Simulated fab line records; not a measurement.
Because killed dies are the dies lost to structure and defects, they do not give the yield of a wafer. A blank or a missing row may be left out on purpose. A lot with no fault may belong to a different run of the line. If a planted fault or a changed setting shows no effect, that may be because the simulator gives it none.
fab line records	flow n5Finfet
[record] lots = 24	wafers = 72	lastDay = 18
route steps=1938 shown BEOL_M1@823 BEOL_M2@880
lots that met no fault: taken from a fault-free run of the same line
startH: the number of hours between the record's first day and the start of the first shown wafer of the lot	waitH: hours elapsed since this lot's preceding step	" unchanged from the row above	L1.1+2: a single row standing in for several wafers	- either no value or no given start	* or withheld: withheld	< > ~ a bound
route shown NAME@n: a module of which the file shows steps, and the number in the route of the first	usual: mean and standard deviation over wafers with no fault	same: alike in all rows	chamber/n: place in a boat	sites: each site's reading	_std_site: how widely they spread, as a standard deviation	_edge_site: outer sites' mean less inner sites'	radiusMm: how far each site lies from the wafer's centre	mask NAME#n: copy n	behind: the most recent tool/chamber to have shaped the wafer	hold: reason for holding the lot/hours on hold/outcome of the hold	device: whichever transistor did not switch (one of n, p or np)	end of line: the same wafers' tests at the end of the route	a step with no rows: only its recipe	killed: dies that structure and defects cost at the first sort, which is not the same as the wafer's yield	map: the dies of a wafer, with x for killed, . for not killed, _ for no die there
set.NAME: the run value of the setting; set.NAME@STEP: its run value at that earlier step	model.NAME: the simulator's own value behind a step, which no gauge read
one table for each step of the route and one row for each wafer, over a sample of lots
services: when a tool's chamber went out of use (startH, in hours from the record's first day, below 0 if earlier), for how many hours, and the reason
[[steps]]
[step N5_BEOL_M1_ANNEAL_89]
[recipe] tempC = 400	timeS = 240	ambient = vacuum
[usual] heaterPowerW = 824/100
lot.wafer	tool	chamber	startH	waitH	heaterPowerW
L074.1	pvdSputter-03	-	125.95	0.0	760
L074.3	"	-	"	"	870
L074.6	"	-	"	"	883
L075.1	pvdSputter-03	-	138.35	0.0	752
L075.3	"	-	"	"	883
L075.4	"	-	"	"	946
L076.1	pvdSputter-02	-	156.37	0.0	751
L076.3	"	-	"	"	1089
L076.6	"	-	"	"	807
L077.1	pvdSputter-01	-	156.47	0.0	740
L077.3	"	-	"	"	934
L077.6	"	-	"	"	757
L078.2	pvdSputter-02	-	159.63	0.0	1070
L078.4	"	-	"	"	774
L078.5	"	-	"	"	779
L079.1	pvdSputter-01	-	159.71	0.0	786
L079.3	"	-	"	"	742
L079.4	"	-	"	"	812
L080.2	pvdSputter-03	-	168.41	0.0	747
L080.4	"	-	"	"	860
L080.5	"	-	"	"	758
L081.1	pvdSputter-01	-	169.23	0.0	922
L081.4	"	-	"	"	948
L081.5	"	-	"	"	742
L082.1	pvdSputter-02	-	189.98	0.0	740
L082.3	"	-	"	"	1063
L082.5	"	-	"	"	751
L083.1	pvdSputter-03	-	190.19	0.0	694
L083.5	"	-	"	"	692
L083.6	"	-	"	"	885
L084.2	pvdSputter-01	-	190.58	0.0	751
L084.3	"	-	"	"	804
L084.5	"	-	"	"	939
L085.3	pvdSputter-03	-	194.07	0.0	971
L085.5	"	-	"	"	770
L085.6	"	-	"	"	989
L086.1	pvdSputter-03	-	216.50	0.0	696
L086.3	"	-	"	"	754
L086.4	"	-	"	"	944
L087.2	pvdSputter-02	-	216.70	0.0	777
L087.3	"	-	"	"	746
L087.5	"	-	"	"	798
L089.1	pvdSputter-02	-	219.90	0.0	753
L089.5	"	-	"	"	1060
L089.6	"	-	"	"	726
L088.1	pvdSputter-01	-	230.96	0.0	751
L088.4	"	-	"	"	920
L088.5	"	-	"	"	788
L091.3	pvdSputter-01	-	234.86	0.0	927
L091.4	"	-	"	"	776
L091.6	"	-	"	"	795
L090.1	pvdSputter-01	-	239.69	0.0	778
L090.3	"	-	"	"	928
L090.5	"	-	"	"	935
L092.3	pvdSputter-01	-	243.20	0.0	939
L092.4	"	-	"	"	733
L092.6	"	-	"	"	762
L093.3	pvdSputter-02	-	250.72	0.0	738
L093.4	"	-	"	"	792
L093.6	"	-	"	"	771
L094.1	pvdSputter-02	-	256.85	0.0	747
L094.5	"	-	"	"	799
L094.6	"	-	"	"	730
L095.2	pvdSputter-03	-	262.29	0.0	692
L095.4	"	-	"	"	886
L095.6	"	-	"	"	752
L096.1	pvdSputter-01	-	267.49	0.0	785
L096.5	"	-	"	"	945
L096.6	"	-	"	"	813
L097.1	pvdSputter-02	-	274.07	0.0	799
L097.2	"	-	"	"	728
L097.3	"	-	"	"	1094
[step N5_BEOL_M1_ANNEAL_51]
[recipe] tempC = 225	timeS = 90	ambient = N2
[usual] wafer_temp_C_max = 225.62/0.22
lot.wafer	tool	chamber	startH	waitH	wafer_temp_C_max
L074.1	rtpAnneal-01	0	128.73	1.8	225.52
L074.3	"	0	"	"	225.92
L074.6	"	0	"	"	225.79
L075.1	rtpAnneal-01	0	143.01	3.7	225.65
L075.3	"	0	"	"	225.57
L075.4	"	0	"	"	225.68
L076.1	rtpAnneal-01	0	160.27	3.0	225.40
L076.3	"	0	"	"	225.45
L076.6	"	0	"	"	225.37
L077.1	rtpAnneal-01	0	160.84	3.4	225.38
L077.3	"	0	"	"	225.76
L077.6	"	0	"	"	225.70
L078.2	rtpAnneal-01	0	164.14	3.6	225.79
L078.4	"	0	"	"	225.78
L078.5	"	0	"	"	225.91
L079.1	rtpAnneal-01	0	164.59	3.9	225.65
L079.3	"	0	"	"	225.81
L079.4	"	0	"	"	225.74
L080.2	rtpAnneal-01	0	176.60	6.3	225.70
L080.4	"	0	"	"	225.78
L080.5	"	0	"	"	226.04
L081.1	rtpAnneal-01	0	176.83	6.5	225.32
L081.4	"	0	"	"	225.78
L081.5	"	0	"	"	225.16
L082.1	rtpAnneal-01	0	190.98	0.1	225.28
L082.3	"	0	"	"	225.41
L082.5	"	0	"	"	225.55
L083.1	rtpAnneal-02	0	191.19	0.1	225.59
L083.5	"	0	"	"	225.63
L083.6	"	0	"	"	225.65
L084.2	rtpAnneal-01	0	191.62	0.1	225.57
L084.3	"	0	"	"	225.69
L084.5	"	0	"	"	225.79
L085.3	rtpAnneal-01	0	195.16	0.1	225.21
L085.5	"	0	"	"	225.40
L085.6	"	0	"	"	225.44
L086.1	rtpAnneal-01	0	217.50	0.1	225.53
L086.3	"	0	"	"	225.86
L086.4	"	0	"	"	225.59
L087.2	rtpAnneal-01	0	217.81	0.2	225.82
L087.3	"	0	"	"	225.53
L087.5	"	0	"	"	225.65
L089.1	rtpAnneal-01	0	221.01	0.2	225.48
L089.5	"	0	"	"	225.26
L089.6	"	0	"	"	225.62
L088.1	rtpAnneal-02	0	231.96	0.1	225.84
L088.4	"	0	"	"	226.19
L088.5	"	0	"	"	225.67
L091.3	rtpAnneal-02	0	235.95	0.1	225.43
L091.4	"	0	"	"	225.45
L091.6	"	0	"	"	225.77
L090.1	rtpAnneal-02	0	240.69	0.1	225.69
L090.3	"	0	"	"	226.21
L090.5	"	0	"	"	225.78
L092.3	rtpAnneal-02	0	244.29	0.1	226.03
L092.4	"	0	"	"	225.43
L092.6	"	0	"	"	225.40
L093.3	rtpAnneal-02	0	251.80	0.1	225.93
L093.4	"	0	"	"	225.56
L093.6	"	0	"	"	225.82
L094.1	rtpAnneal-01	0	258.02	0.2	225.53
L094.5	"	0	"	"	225.64
L094.6	"	0	"	"	225.55
L095.2	rtpAnneal-02	0	263.43	0.2	225.63
L095.4	"	0	"	"	225.84
L095.6	"	0	"	"	226.10
L096.1	rtpAnneal-02	0	268.48	0.1	225.65
L096.5	"	0	"	"	225.51
L096.6	"	0	"	"	225.72
L097.1	rtpAnneal-01	0	275.82	0.8	225.97
L097.2	"	0	"	"	225.64
L097.3	"	0	"	"	225.47
[step N5_BEOL_M1_PRE_CLEAN_60]
[recipe] gas = NH3/H2	timeS = 15	tempC = *	rfPowerW = 300
[usual] heaterPowerW = 102/27
lot.wafer	tool	chamber	startH	waitH	heaterPowerW
L074.1	cvdCo-02	0	129.35	0.0	83
L074.3	"	2	"	"	131
L074.6	"	2	"	"	133
L075.1	cvdCo-01	0	143.63	0.0	79
L075.3	"	2	"	"	82
L075.4	"	2	"	"	80
L076.1	cvdCo-02	0	160.90	0.0	85
L076.3	"	1	"	"	104
L076.6	"	2	"	"	129
L077.1	cvdCo-01	1	161.47	0.0	139
L077.3	"	2	"	"	81
L077.6	"	1	"	"	140
L078.2	cvdCo-01	0	164.95	0.0	76
L078.4	"	0	"	"	78
L078.5	"	2	"	"	80
L079.1	cvdCo-01	2	165.49	0.0	81
L079.3	"	1	"	"	140
L079.4	"	1	"	"	141
L080.2	cvdCo-02	1	177.19	0.0	105
L080.4	"	0	"	"	82
L080.5	"	1	"	"	103
L081.1	cvdCo-01	1	177.47	0.0	140
L081.4	"	2	"	"	81
L081.5	"	1	"	"	141
L082.1	cvdCo-02	1	191.61	0.0	105
L082.3	"	0	"	"	84
L082.5	"	1	"	"	106
L083.1	cvdCo-01	0	191.81	0.0	78
L083.5	"	1	"	"	140
L083.6	"	0	"	"	79
L084.2	cvdCo-01	0	192.20	0.0	77
L084.3	"	2	"	"	83
L084.5	"	1	"	"	138
L085.3	cvdCo-01	1	195.91	0.3	138
L085.5	"	1	"	"	141
L085.6	"	2	"	"	81
L086.1	cvdCo-01	1	218.13	0.0	144
L086.3	"	0	"	"	76
L086.4	"	2	"	"	81
L087.2	cvdCo-02	1	218.40	0.0	105
L087.3	"	2	"	"	133
L087.5	"	1	"	"	102
L089.1	cvdCo-02	1	221.76	0.2	103
L089.5	"	0	"	"	83
L089.6	"	1	"	"	102
L088.1	cvdCo-01	2	232.59	0.0	82
L088.4	"	2	"	"	83
L088.5	"	0	"	"	78
L091.3	cvdCo-02	0	236.49	0.0	83
L091.4	"	0	"	"	83
L091.6	"	2	"	"	136
L090.1	cvdCo-01	2	241.32	0.0	82
L090.3	"	0	"	"	76
L090.5	"	0	"	"	77
L092.3	cvdCo-01	1	244.83	0.0	143
L092.4	"	2	"	"	80
L092.6	"	1	"	"	141
L093.3	cvdCo-01	2	252.34	0.0	82
L093.4	"	2	"	"	82
L093.6	"	0	"	"	77
L094.1	cvdCo-01	2	258.65	0.0	83
L094.5	"	0	"	"	77
L094.6	"	1	"	"	143
L095.2	cvdCo-01	2	264.01	0.0	82
L095.4	"	2	"	"	78
L095.6	"	1	"	"	142
L096.1	cvdCo-01	2	269.11	0.0	81
L096.5	"	1	"	"	142
L096.6	"	2	"	"	83
L097.1	cvdCo-02	0	276.77	0.0	83
L097.2	"	1	"	"	106
L097.3	"	2	"	"	137
[step N5_BEOL_M1_RS_MEAS_58]
[recipe] thkMeasGauge = four-point-probe	reads = Co_of_BEOL_M1_CO_CAP_55+Cu_of_BEOL_M1_ECD_50+Co_of_BEOL_M1_CVD_47+TaN_of_BEOL_M1_ALD_84
[usual] M1_RS = 0.66/0.036
lot.wafer	tool	chamber	startH	waitH	M1_RS[ohm/sq]
L074.1	filmMetro-01	-	129.58	0.0	0.66
L074.3	"	-	"	"	0.67
L074.6	"	-	"	"	0.64
L075.1	filmMetro-02	-	143.86	0.0	0.67
L075.3	"	-	"	"	0.72
L075.4	"	-	"	"	0.64
L076.1	filmMetro-01	-	161.12	0.0	0.69
L076.3	"	-	"	"	0.64
L076.6	"	-	"	"	0.67
L077.1	filmMetro-01	-	161.69	0.0	0.69
L077.3	"	-	"	"	0.71
L077.6	"	-	"	"	0.74
L078.2	filmMetro-01	-	165.17	0.1	0.66
L078.4	"	-	"	"	0.66
L078.5	"	-	"	"	0.68
L079.1	filmMetro-01	-	165.71	0.0	0.74
L079.3	"	-	"	"	0.76
L079.4	"	-	"	"	0.68
L080.2	filmMetro-02	-	177.41	0.1	0.66
L080.4	"	-	"	"	0.61
L080.5	"	-	"	"	0.63
L081.1	filmMetro-01	-	177.69	0.0	0.73
L081.4	"	-	"	"	0.66
L081.5	"	-	"	"	0.63
L082.1	filmMetro-01	-	191.83	0.0	0.68
L082.3	"	-	"	"	0.62
L082.5	"	-	"	"	0.63
L083.1	filmMetro-02	-	192.05	0.0	0.68
L083.5	"	-	"	"	0.69
L083.6	"	-	"	"	0.67
L084.2	filmMetro-02	-	192.43	0.1	0.69
L084.3	"	-	"	"	0.69
L084.5	"	-	"	"	0.60
L085.3	filmMetro-02	-	196.14	0.1	0.69
L085.5	"	-	"	"	0.67
L085.6	"	-	"	"	0.66
L086.1	filmMetro-02	-	218.35	0.0	0.65
L086.3	"	-	"	"	0.63
L086.4	"	-	"	"	0.62
L087.2	filmMetro-02	-	218.62	0.1	0.63
L087.3	"	-	"	"	0.68
L087.5	"	-	"	"	0.62
L089.1	filmMetro-01	-	221.98	0.0	0.68
L089.5	"	-	"	"	0.61
L089.6	"	-	"	"	0.59
L088.1	filmMetro-01	-	232.84	0.1	0.68
L088.4	"	-	"	"	0.69
L088.5	"	-	"	"	0.66
L091.3	filmMetro-01	-	236.71	0.1	0.64
L091.4	"	-	"	"	0.66
L091.6	"	-	"	"	0.64
L090.1	filmMetro-02	-	241.54	0.0	0.64
L090.3	"	-	"	"	0.62
L090.5	"	-	"	"	0.61
L092.3	filmMetro-01	-	245.05	0.1	0.68
L092.4	"	-	"	"	0.62
L092.6	"	-	"	"	0.62
L093.3	filmMetro-02	-	252.57	0.1	0.68
L093.4	"	-	"	"	0.61
L093.6	"	-	"	"	0.64
L094.1	filmMetro-01	-	258.87	0.0	0.69
L094.5	"	-	"	"	0.63
L094.6	"	-	"	"	0.61
L095.2	filmMetro-02	-	264.24	0.1	0.65
L095.4	"	-	"	"	0.73
L095.6	"	-	"	"	0.63
L096.1	filmMetro-01	-	269.34	0.0	0.65
L096.5	"	-	"	"	0.63
L096.6	"	-	"	"	0.64
L097.1	filmMetro-01	-	276.99	0.0	0.70
L097.2	"	-	"	"	0.67
L097.3	"	-	"	"	0.79
[step N5_BEOL_M2_ETCH_77]
[recipe] chemistry = N2/H2	target = underlayer	targetDepthA = 65	maskMaterial = CAR-EUV	timeS = 5.2	ionEnergyEv = 200	pressureMtorr = 30	sourceW = 840	biasW = 150	n2FlowSccm = 200	h2FlowSccm = 200	ends = cleared
[usual] chamberPressureMTorr = 30.00/0.041	drypumpMotorCurrentA = 5.8/0.54	etchRfOnTimeS = 5.14/0.14	h2FlowSccm = 200.1/0.63	oesProductAu = 0.68/0.078	rfVppV = 525.5/2.7	showerheadPlenumPTorr = 2.60/0.088	throttleValvePct = 17.77/0.23
lot.wafer	tool	chamber	startH	waitH	chamberPressureMTorr	drypumpMotorCurrentA	etchRfOnTimeS	h2FlowSccm	oesProductAu	rfHoursCounterH	rfVppV	showerheadPlenumPTorr	throttleValvePct
L074.1	rieDiel-01	2	131.27	0.0	29.98	5.3	5.03	199.5	0.76	39	528.1	2.72	17.70
L074.3	"	3	"	"	30.02	6.5	5.13	200.2	0.62	241	526.3	2.61	18.01
L074.6	"	1	"	"	30.07	5.8	5.21	200.3	0.57	-	520.7	2.38	17.56
L075.1	rieDiel-06	2	147.18	0.0	29.95	6.3	5.24	199.7	0.59	232	522.8	2.52	18.09
L075.3	"	1	"	"	30.07	6.6	5.11	199.8	0.62	192	527.3	2.63	17.78
L075.4	"	1	"	"	30.05	6.6	5.10	200.3	0.64	-	525.8	2.63	17.77
L076.1	rieDiel-01	3	163.40	0.0	30.00	6.5	5.15	199.9	0.60	252	528.4	2.61	18.04
L076.3	"	2	"	"	30.02	5.2	4.94	201.3	0.74	50	528.3	2.71	17.76
L076.6	"	1	"	"	30.01	5.8	5.20	200.2	0.56	-	518.2	2.38	17.56
L077.1	rieDiel-06	2	164.12	0.0	30.03	6.3	5.20	200.0	0.60	240	523.2	2.52	18.11
L077.3	"	0	"	"	30.00	5.7	5.15	200.1	0.60	214	528.8	2.62	17.89
L077.6	"	2	"	"	30.00	6.3	5.30	200.4	0.59	-	521.7	2.52	18.09
L078.2	rieDiel-01	0	166.84	0.0	30.05	6.3	5.33	199.7	0.66	108	528.9	2.66	17.60
L078.4	"	3	"	"	30.01	6.6	5.10	200.8	0.60	253	524.0	2.61	18.02
L078.5	"	0	"	"	29.97	6.4	5.27	200.7	0.65	-	527.1	2.66	17.61
L079.1	rieDiel-03	2	168.08	0.0	29.99	5.0	4.99	199.8	0.72	68	523.4	2.59	18.22
L079.3	"	0	"	"	29.95	5.2	5.28	200.2	0.76	25	526.1	2.59	17.54
L079.4	"	3	"	"	29.98	6.0	5.01	199.9	0.71	97	522.8	2.44	17.67
L080.2	rieDiel-01	0	180.04	0.0	30.01	6.3	5.26	199.3	0.66	113	524.7	2.66	17.62
L080.4	"	0	"	"	30.03	6.4	5.31	199.4	0.66	-	527.1	2.66	17.63
L080.5	"	2	"	"	30.00	5.3	4.98	200.2	0.73	-	528.7	2.71	17.76
L081.1	rieDiel-01	2	180.21	0.0	29.95	5.3	4.94	199.8	0.75	55	528.3	2.71	17.77
L081.4	"	2	"	"	30.00	5.2	4.92	198.8	0.73	-	526.2	2.71	17.77
L081.5	"	0	"	"	29.89	6.3	5.32	200.2	0.64	-	525.5	2.66	17.61
L082.1	rieDiel-01	2	193.88	0.0	29.97	5.2	4.94	199.1	0.73	60	526.1	2.71	17.75
L082.3	"	0	"	"	30.05	6.3	5.28	200.2	0.65	118	526.5	2.66	17.63
L082.5	"	1	"	"	30.01	5.8	5.23	200.7	0.57	-	521.3	2.38	17.55
L083.1	rieDiel-03	3	196.54	0.0	30.00	6.0	5.04	198.5	0.69	105	522.6	2.44	17.69
L083.5	"	1	"	"	29.95	5.5	4.98	200.1	0.62	-	529.0	2.63	17.93
L083.6	"	2	"	"	29.98	5.0	5.05	200.1	0.71	-	523.2	2.59	18.23
L084.2	rieDiel-06	2	196.61	0.0	30.03	6.3	5.27	200.3	0.59	249	523.3	2.51	18.11
L084.3	"	0	"	"	30.02	5.8	5.17	200.7	0.59	224	526.3	2.62	17.91
L084.5	"	1	"	"	30.08	6.6	5.21	201.3	0.61	-	525.6	2.62	17.80
L085.3	rieDiel-06	2	199.86	0.0	30.00	6.3	5.28	200.8	0.59	250	521.2	2.51	18.11
L085.5	"	3	"	"	29.95	5.4	5.37	199.5	0.79	-	529.6	2.70	17.59
L085.6	"	2	"	"	30.02	6.3	5.26	200.6	0.59	-	522.1	2.51	18.11
L086.1	rieDiel-01	3	222.19	0.0	29.97	6.6	4.99	199.7	0.82	5	525.0	2.60	17.54
L086.3	"	2	"	"	30.00	5.1	5.01	201.0	0.71	73	527.9	2.70	17.82
L086.4	"	0	"	"	30.00	6.3	5.33	201.1	0.63	-	526.6	2.65	17.65
L087.2	rieDiel-03	1	222.25	0.0	29.96	5.5	4.97	200.7	0.62	197	526.6	2.63	17.97
L087.3	"	0	"	"	30.01	5.2	5.30	198.9	0.74	45	524.3	2.58	17.59
L087.5	"	0	"	"	29.99	5.2	5.30	200.1	0.74	-	524.7	2.58	17.57
L089.1	rieDiel-06	1	224.84	0.0	30.00	6.6	5.30	199.8	0.59	223	526.5	2.61	17.80
L089.5	"	0	"	"	30.01	5.8	5.22	200.1	0.58	-	526.0	2.61	17.93
L089.6	"	1	"	"	30.01	6.6	5.31	199.9	0.60	-	526.1	2.61	17.82
L088.1	rieDiel-03	2	236.09	0.0	29.92	5.0	5.03	199.7	0.70	92	522.4	2.58	18.26
L088.4	"	1	"	"	30.06	5.5	4.92	200.0	0.61	202	526.0	2.62	17.95
L088.5	"	3	"	"	29.99	6.0	5.03	199.6	0.68	-	521.8	2.43	17.70
L091.3	rieDiel-01	0	240.26	0.0	30.02	6.3	5.35	200.1	0.64	140	525.7	2.65	17.67
L091.4	"	2	"	"	29.93	5.2	4.95	201.0	0.71	82	528.2	2.70	17.81
L091.6	"	0	"	"	29.99	6.3	5.29	200.0	0.62	-	528.2	2.65	17.65
L090.1	rieDiel-01	2	248.64	0.0	30.05	5.2	5.04	199.1	0.70	85	527.9	2.70	17.80
L090.3	"	1	"	"	30.05	5.8	5.11	200.3	0.82	8	530.1	2.69	17.15
L090.5	"	1	"	"	29.99	5.8	5.10	200.4	0.83	-	528.7	2.69	17.13
L092.3	rieDiel-06	0	249.61	0.0	30.00	5.7	5.16	200.0	0.58	239	525.9	2.61	17.95
L092.4	"	1	"	"	29.95	6.6	5.20	199.9	0.60	225	528.2	2.61	17.85
L092.6	"	0	"	"	30.03	5.7	5.15	200.0	0.58	-	524.2	2.61	17.94
L093.3	rieDiel-03	0	255.04	0.0	30.00	5.2	5.33	199.1	0.71	59	524.6	2.58	17.61
L093.4	"	3	"	"	29.97	5.9	5.03	200.7	0.67	130	520.2	2.43	17.74
L093.6	"	1	"	"	29.93	5.4	4.95	200.5	0.61	-	526.9	2.62	17.97
L094.1	rieDiel-03	1	261.01	0.0	30.05	5.4	4.99	200.4	0.61	213	524.9	2.62	17.96
L094.5	"	0	"	"	30.02	5.2	5.35	200.2	0.71	-	526.4	2.58	17.59
L094.6	"	1	"	"	29.98	5.4	4.97	200.3	0.60	-	523.0	2.62	17.96
L095.2	rieDiel-06	3	266.36	0.0	30.05	5.4	5.38	199.9	0.76	25	528.6	2.69	17.62
L095.4	"	2	"	"	30.11	6.3	5.09	199.8	0.81	-	521.4	2.51	17.66
L095.6	"	3	"	"	29.93	5.4	5.38	201.1	0.75	-	527.7	2.69	17.63
L096.1	rieDiel-06	0	273.60	0.0	30.04	5.7	5.15	200.2	0.57	248	525.9	2.61	17.93
L096.5	"	3	"	"	30.05	5.4	5.32	200.0	0.75	-	528.7	2.69	17.63
L096.6	"	2	"	"	29.94	6.3	5.12	199.0	0.81	-	519.0	2.50	17.67
L097.1	rieDiel-01	0	280.61	0.0	29.96	6.3	5.40	199.9	0.62	158	525.9	2.64	17.71
L097.2	"	3	"	"	29.99	6.6	5.01	200.5	0.76	29	523.7	2.59	17.58
L097.3	"	1	"	"	30.08	5.8	5.14	200.9	0.79	22	528.5	2.69	17.21
[step N5_BEOL_M2_ETCH_70]
[recipe] chemistry = N2/H2	target = SOC	targetDepthA = 800	overetchA = 240	maskMaterial = SiARC	tempC = 40	timeS = 130	ionEnergyEv = 200	pressureMtorr = 30	sourceW = 840	biasW = 150	n2FlowSccm = 200	h2FlowSccm = 200
[usual] chamberPressureMTorr = 30.001/0.025	drypumpMotorCurrentA = 5.8/0.54	h2FlowSccm = 200.0/0.62	oesProductAu = 0.57/0.065	rfVppV = 525.2/2.5	showerheadPlenumPTorr = 2.59/0.089	throttleValvePct = 17.75/0.23
lot.wafer	tool	chamber	startH	waitH	chamberPressureMTorr	drypumpMotorCurrentA	h2FlowSccm	oesProductAu	rfHoursCounterH	rfVppV	showerheadPlenumPTorr	throttleValvePct
L074.1	rieDiel-01	2	132.67	0.0	29.963	5.2	200.5	0.64	40	528.1	2.72	17.67
L074.3	"	1	"	"	30.028	5.7	201.9	0.50	236	520.0	2.38	17.47
L074.6	"	1	"	"	30.002	5.8	200.8	0.49	-	520.9	2.38	17.48
L075.1	rieDiel-03	3	151.22	0.0	30.012	5.9	200.5	0.59	92	521.4	2.44	17.62
L075.3	"	2	"	"	29.997	5.0	199.8	0.60	63	523.7	2.59	18.15
L075.4	"	1	"	"	30.030	5.5	200.3	0.54	173	528.3	2.64	17.86
L076.1	rieDiel-06	0	163.69	0.0	29.999	5.7	200.9	0.52	214	526.8	2.62	17.85
L076.3	"	1	"	"	29.991	6.6	201.3	0.53	200	527.9	2.62	17.74
L076.6	"	0	"	"	30.009	5.7	200.5	0.51	-	525.6	2.62	17.85
L077.1	rieDiel-06	1	164.38	0.0	30.002	6.6	200.0	0.53	200	525.8	2.62	17.74
L077.3	"	0	"	"	29.950	5.7	200.8	0.51	214	526.1	2.62	17.86
L077.6	"	0	"	"	30.002	5.7	200.0	0.51	-	527.7	2.62	17.85
L078.2	rieDiel-06	2	167.23	0.0	30.016	6.3	201.4	0.51	241	522.4	2.52	18.06
L078.4	"	2	"	"	29.947	6.3	200.5	0.51	-	523.3	2.52	18.05
L078.5	"	1	"	"	30.030	6.6	200.1	0.53	-	526.4	2.62	17.74
L079.1	rieDiel-01	3	168.97	0.0	29.995	6.5	199.2	0.51	253	525.6	2.61	17.98
L079.3	"	1	"	"	29.979	5.8	199.4	0.50	248	519.8	2.38	17.51
L079.4	"	0	"	"	29.997	6.4	199.1	0.57	109	528.3	2.66	17.58
L080.2	rieDiel-06	0	180.47	0.0	30.003	5.7	200.2	0.51	220	525.9	2.62	17.85
L080.4	"	1	"	"	30.010	6.6	199.3	0.53	205	525.0	2.62	17.76
L080.5	"	2	"	"	29.970	6.3	200.2	0.51	-	523.0	2.51	18.05
L081.1	rieDiel-03	1	184.19	0.0	30.027	5.5	200.0	0.53	182	528.4	2.63	17.87
L081.4	"	2	"	"	30.025	5.0	200.5	0.59	73	525.9	2.59	18.17
L081.5	"	1	"	"	30.004	5.5	199.1	0.52	-	526.1	2.63	17.87
L082.1	rieDiel-06	0	198.35	0.0	29.995	5.7	198.4	0.50	225	525.8	2.62	17.88
L082.3	"	1	"	"	30.020	6.6	199.0	0.53	211	526.0	2.62	17.75
L082.5	"	1	"	"	30.018	6.6	199.8	0.53	-	527.6	2.62	17.76
L083.1	rieDiel-01	0	198.52	0.0	30.015	6.3	199.9	0.56	120	527.9	2.66	17.58
L083.5	"	1	"	"	29.962	5.8	200.5	0.48	-	519.8	2.38	17.53
L083.6	"	2	"	"	30.008	5.2	199.9	0.61	-	527.5	2.71	17.71
L084.2	rieDiel-06	1	201.45	0.0	30.012	6.6	199.0	0.52	213	525.7	2.62	17.77
L084.3	"	3	"	"	30.001	5.4	200.0	0.70	10	529.1	2.70	17.56
L084.5	"	1	"	"	30.019	6.6	200.9	0.53	-	526.7	2.62	17.75
L085.3	rieDiel-01	1	207.27	0.0	30.023	5.8	199.3	0.48	259	518.4	2.37	17.52
L085.5	"	1	"	"	29.988	5.7	198.7	0.49	-	520.2	2.37	17.51
L085.6	"	0	"	"	30.002	6.3	201.2	0.56	-	528.4	2.65	17.60
L086.1	rieDiel-01	3	222.56	0.0	29.957	6.6	200.1	0.69	5	526.4	2.60	17.51
L086.3	"	2	"	"	30.026	5.2	199.8	0.60	73	525.7	2.70	17.74
L086.4	"	0	"	"	29.973	6.3	200.6	0.56	-	526.9	2.65	17.60
L087.2	rieDiel-03	0	223.01	0.0	30.007	5.2	200.5	0.64	45	524.0	2.58	17.55
L087.3	"	2	"	"	30.006	5.0	200.6	0.59	88	523.9	2.58	18.19
L087.5	"	3	"	"	29.998	6.0	200.2	0.58	-	522.5	2.43	17.65
L089.1	rieDiel-06	1	232.27	0.0	29.968	6.6	199.5	0.52	224	525.9	2.61	17.77
L089.5	"	3	"	"	29.982	5.4	199.5	0.67	-	527.1	2.70	17.57
L089.6	"	2	"	"	30.055	6.3	199.8	0.72	-	523.3	2.51	17.59
L088.1	rieDiel-01	0	245.96	0.0	29.998	6.3	200.1	0.55	142	528.5	2.65	17.63
L088.4	"	3	"	"	29.951	6.6	200.2	0.66	15	525.4	2.60	17.52
L088.5	"	3	"	"	30.006	6.6	200.3	0.67	-	526.2	2.60	17.51
L091.3	rieDiel-03	0	246.17	0.0	29.973	5.2	200.9	0.64	55	525.8	2.58	17.56
L091.4	"	1	"	"	30.006	5.5	199.6	0.52	207	526.3	2.62	17.91
L091.6	"	2	"	"	29.990	5.0	199.3	0.58	-	524.0	2.58	18.22
L090.1	rieDiel-01	0	249.22	0.0	30.003	6.3	199.4	0.55	144	526.9	2.65	17.63
L090.3	"	1	"	"	30.039	5.8	200.4	0.71	8	528.8	2.69	17.10
L090.5	"	3	"	"	29.991	6.5	199.4	0.66	-	526.4	2.60	17.51
L092.3	rieDiel-06	1	251.45	0.0	30.019	6.6	199.3	0.52	226	525.7	2.61	17.78
L092.4	"	0	"	"	29.990	5.8	199.4	0.50	-	526.6	2.61	17.90
L092.6	"	2	"	"	29.979	6.3	199.4	0.71	-	523.2	2.51	17.57
L093.3	rieDiel-03	3	257.28	0.0	29.961	6.0	200.0	0.58	131	520.1	2.43	17.68
L093.4	"	0	"	"	29.970	5.2	200.2	0.63	60	524.0	2.58	17.55
L093.6	"	3	"	"	29.995	6.0	200.4	0.57	-	522.6	2.43	17.69
L094.1	rieDiel-03	0	267.95	0.0	30.012	5.2	199.7	0.62	64	524.8	2.57	17.58
L094.5	"	1	"	"	30.044	5.5	200.7	0.52	-	526.2	2.62	17.93
L094.6	"	0	"	"	30.044	5.2	199.5	0.61	-	524.5	2.57	17.57
L095.2	rieDiel-01	3	273.36	0.0	29.970	6.6	200.3	0.64	26	525.0	2.59	17.55
L095.4	"	2	"	"	29.980	5.2	199.7	0.59	95	528.1	2.69	17.76
L095.6	"	0	"	"	30.014	6.3	199.0	0.55	-	527.5	2.64	17.64
L096.1	rieDiel-03	0	277.09	0.0	29.949	5.2	199.9	0.62	67	525.0	2.57	17.56
L096.5	"	2	"	"	30.023	5.0	200.2	0.57	-	524.6	2.57	18.24
L096.6	"	1	"	"	29.999	5.5	199.9	0.51	-	525.9	2.61	17.93
L097.1	rieDiel-03	1	282.13	0.0	30.034	5.5	199.7	0.51	222	525.8	2.61	17.93
L097.2	"	2	"	"	29.996	5.0	199.5	0.57	113	523.4	2.57	18.25
L097.3	"	3	"	"	30.037	5.9	199.5	0.57	138	522.4	2.42	17.69
[[services]]
tool	chamber	startH	hours	kind
rtpAnneal-02	-	102.35	86.3	pm
rieDiel-01	0	107.19	29.5	repair
pvdSputter-03	-	144.93	4.2	repair
rieDiel-06	2	169.03	5.1	repair
rieDiel-01	3	172.08	16.0	repair
rieDiel-01	1	175.77	9.0	repair
pvdSputter-03	-	178.36	1.0	repair
rieDiel-06	-	183.10	0.2	repair
rieDiel-03	3	184.82	4.3	repair
rieDiel-01	3	188.14	-	clean
rieDiel-01	3	188.14	-	consumableReplace:focusRing
rieDiel-01	3	188.14	25.6	scheduledDown
rieDiel-01	3	188.14	25.6	ventCycle
cvdCo-02	-	195.30	6.0	pm
rieDiel-01	1	213.94	-	clean
rieDiel-01	1	213.94	-	consumableReplace:focusRing
rieDiel-01	1	213.94	-	consumableReplace:showerhead
cvdCo-02	-	215.45	1.5	repair
rieDiel-06	-	233.19	15.6	pm
cvdCo-02	1	240.53	10.1	repair
rieDiel-06	3	251.02	9.4	repair
rieDiel-03	3	259.60	4.2	repair
rieDiel-06	0	263.94	4.2	repair
rieDiel-06	-	277.23	4.3	pm
[[key]]
fault none
